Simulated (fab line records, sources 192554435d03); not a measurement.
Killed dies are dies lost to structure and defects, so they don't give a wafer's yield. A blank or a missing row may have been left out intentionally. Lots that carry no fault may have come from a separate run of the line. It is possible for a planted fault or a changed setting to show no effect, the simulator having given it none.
A lot that was struck, set against a sound lot :: flow n5_finfet :: 15 out of 1938 route steps
Sound: these wafers, L593.1, L593.2, L593.6. Struck: wafer L603.2. (L603.4, L603.5 of the same lot were not struck and are left out.) The cause comes at the end.
For every step that has rows: the tool of each side, followed by ch and its chambers, followed by its first start. Under that, the readings that differ: sound wafers :: struck wafers :: difference of the means :: sigmas: that difference in standard deviations of wafers without a fault.
alike: same words and numbers on both sides, and readings whose means sit less than 2 such deviations apart. not compared: any withheld reading, any reading some wafer has no value for, any bound like >300 that may hide the same value, and any number with overlapping values for which the record gives no deviation.
The two part at a step that has a row with sigmas, a row that says differs or no value, or rows on one side only. Numbers that have no deviation but don't overlap get no sigmas and don't part them. A reading that every wafer of one side lacks parts them only if that side has two wafers or more.

N5_BEOL_M11_TRENCH_ETCH_37: etches SiCOH lowk in C4F6/O2, target depth 148.83 nm, time 48 s.
  sound on rie_diel-04 ch 0,1; struck on rie_diel-04 ch 2
reading: drypump_motor_current_A (A)
sound: 4.9 5.4 5.0
struck: 6.0
difference: +0.9
sigmas: +3

reading: oes_product_au (a.u.)
sound: 0.75 0.74 0.74
struck: 0.89
difference: +0.15
sigmas: +2
  alike: rf_fwd_power_W, rf_vpp_V, showerhead_plenum_p_Torr, throttle_valve_pct
  not compared: rf_hours_counter_h
then, 2 steps without rows for these wafers: N5_BEOL_M11_ETCH_41 (etches SiCN in CH3F/O2, target depth 42.6 nm, time 86 s); N5_BEOL_M11_STRIP_77 (strips in N2/H2, time 10 s).
N5_BEOL_M11_OCD_MEAS_38:
  sound: ocd-02 at day 10 00:07; struck: ocd-02 at day 12 22:12
  alike: trench_depth_nm
then, 4 steps without rows for these wafers: N5_BEOL_M11_HM_STRIP_39 (strips TiN in peroxide tin strip, target depth 25 nm, time 158 s); N5_BEOL_M11_SRD_40 (time 30 s); N5_BEOL_M11_PRECLEAN_42 (cleans in residue remover, time 60 s); N5_BEOL_M11_SRD_43 (time 30 s).
N5_BEOL_M11_CD_MEAS_35: the cd target is 70 nm.
  sound: cd_sem-01 at day 10 00:16; struck: cd_sem-02 at day 12 22:22
  alike: cd_nm
N5_BEOL_M11_CURE_72: cures SiCOH lowk, time 120 s.
  sound on uv_cure-02 ch 0, day 10 00:19; struck on uv_cure-02 ch 0, day 12 22:44
  alike: lamp_power_pct, wafer_temp_C_max
N5_BEOL_M11_DEGAS_44: time 60 s.
  sound: pvd_sputter-03 at day 10 01:08; struck: pvd_sputter-01 at day 12 23:19
  alike: heater_power_w, susceptor_temp_C
N5_BEOL_M11_PRE_CLEAN_45: time 30 s.
  sound: pvd_sputter-03 at day 10 01:10; struck: pvd_sputter-01 at day 12 23:22
  alike: heater_power_w, susceptor_temp_C
N5_BEOL_M11_ALD_74: deposits TaN, target thk 2 nm, pulse time 2 s, purge time 3 s.
  sound on ald_metal-01 ch 1,3, day 10 01:14; struck on ald_metal-01 ch 1, day 12 23:29
reading: ald_cycles
sound: 40 40 40
struck: 42
difference: +2
sigmas: 

reading: susceptor_temp_C (C)
sound: 275.03 275.16 274.94
struck: 274.60
difference: -0.44
sigmas: -2
  alike: heater_power_w
N5_BEOL_M11_SURFACE_TREAT_76:
  sound: pvd_sputter-02 at day 10 01:35; struck: pvd_sputter-01 at day 12 23:59
  not compared: throttle_valve_pct
N5_PASSIVATION_PROBE_49:
  rows exist in the record for the struck wafers here (prober-02, day 14 18:00), but not for the sound ones

== WHERE THEY PART ==
Last at N5_PASSIVATION_PROBE_49 as far as this record goes, first at N5_BEOL_M11_TRENCH_ETCH_37.

WHY: the cause the simulator had injected
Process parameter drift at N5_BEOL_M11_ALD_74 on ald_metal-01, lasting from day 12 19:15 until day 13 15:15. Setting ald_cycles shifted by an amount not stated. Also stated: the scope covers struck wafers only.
